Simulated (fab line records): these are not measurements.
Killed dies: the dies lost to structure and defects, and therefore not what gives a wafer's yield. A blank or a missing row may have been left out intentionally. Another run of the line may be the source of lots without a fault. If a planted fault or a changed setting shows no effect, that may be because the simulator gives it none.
A struck lot beside a sound one || flow n5Finfet || 15 steps out of a route of 1938
Sound: these wafers, L322.1, L322.3, L322.4. Struck: wafer L329.3. (L329.2 of the same lot was not struck and is left out.) The cause comes at the end.
At each step with rows: each side's tool, then ch and its chambers, then its first start. Under that, the readings that differ: sound wafers || struck wafers || difference of the means || sigmas: that difference in standard deviations of wafers without a fault.
alike: same words and numbers on both sides, and readings whose means sit less than 2 such deviations apart. not compared: any withheld reading, any reading some wafer has no value for, any bound like >300 that may hide the same value, and any number with overlapping values for which the record gives no deviation.
The two part at a step that has a row with sigmas, a row that says differs or no value, or rows on one side only. Numbers that don't overlap but have no deviation are shown without sigmas and don't part them. A reading that every wafer of one side lacks parts them only if that side has two wafers or more.

N5_BEOL_M11_STRIP_77: strips in N2/H2, time 10 s.
  sound: rieDiel-06 ch 0,2,3; struck: rieDiel-02 ch 3
  alike: drypumpMotorCurrentA, oesProductAu, rfVppV, showerheadPlenumPTorr, throttleValvePct
  not compared: rfHoursCounterH
N5_BEOL_M11_OCD_MEAS_38:
  sound: ocd-02 at day 11 17:58; struck: ocd-02 at day 12 12:52
{"reading": "trenchDepthNm (nm)", "sound": "141 152 147", "struck": 155, "difference": "+8", "sigmas": "+2"}
then, 4 steps without rows for these wafers: N5_BEOL_M11_HM_STRIP_39 (strips TiN in peroxide tin strip, target depth 25 nm, time 158 s); N5_BEOL_M11_SRD_40 (time 30 s); N5_BEOL_M11_PRECLEAN_42 (cleans in residue remover, time 60 s); N5_BEOL_M11_SRD_43 (time 30 s).
N5_BEOL_M11_CD_MEAS_35 targets a cd of 70 nm.
  sound: cdSem-01 at day 11 18:07; struck: cdSem-01 at day 12 13:01
  alike: cdNm
then, 1 step without rows for these wafers: N5_BEOL_M11_CURE_72 (cures SiCOH lowk, time 120 s).
N5_BEOL_M11_DEGAS_44: time 60 s.
  sound: pvdSputter-02 at day 11 18:32; struck: pvdSputter-01 at day 12 13:35
  alike: heaterPowerW, susceptorTempC
then, 1 step without rows for these wafers: N5_BEOL_M11_PRE_CLEAN_45 (time 30 s).
N5_BEOL_M11_ALD_74: deposits TaN, target thk 2 nm, pulse time 2 s, purge time 3 s.
  sound on aldMetal-03 ch 0,2,3, day 11 18:39; struck on aldMetal-01 ch 0, day 12 13:41
  alike: chamberPressureTorr, heaterPowerOuterW, heaterPowerW, susceptorTempC
N5_BEOL_M11_SURFACE_TREAT_76:
  sound: pvdSputter-02 at day 11 18:58; struck: pvdSputter-01 at day 12 13:59
  not compared: pressureMtorr, throttleValvePct
N5_BEOL_M11_CVD_75: deposits Co from CCTBA/H2, target thk 2 nm, time 138.9 s.
  sound on cvdCo-01 ch 0,1,2, day 11 19:01; struck on cvdCo-01 ch 1, day 12 14:04
{"reading": "runLengthS (s)", "sound": "161.7 163.1 161.4", "struck": 164.2, "difference": "+2.1", "sigmas": "+5"}
  alike: chamberPressureTorr
N5_BEOL_M11_SPUTTER_48: material Cu, target thk 12 nm, time 2 s.
  sound: pvdSputter-03 at day 11 19:09; struck: pvdSputter-03 at day 12 14:17
{"reading": "susceptorTempC (C)", "sound": "-20.17 -20.04 -20.14", "struck": -19.91, "difference": "+0.21", "sigmas": "+2"}
  alike: throttleValvePct
N5_PASSIVATION_PROBE_49:
  the record has rows for the struck wafers here (prober-01, day 14 10:45) and none for the sound ones

== WHERE THEY PART ==
Earliest at N5_BEOL_M11_OCD_MEAS_38; latest, in this record, at N5_PASSIVATION_PROBE_49.

WHY: what the simulator had put in
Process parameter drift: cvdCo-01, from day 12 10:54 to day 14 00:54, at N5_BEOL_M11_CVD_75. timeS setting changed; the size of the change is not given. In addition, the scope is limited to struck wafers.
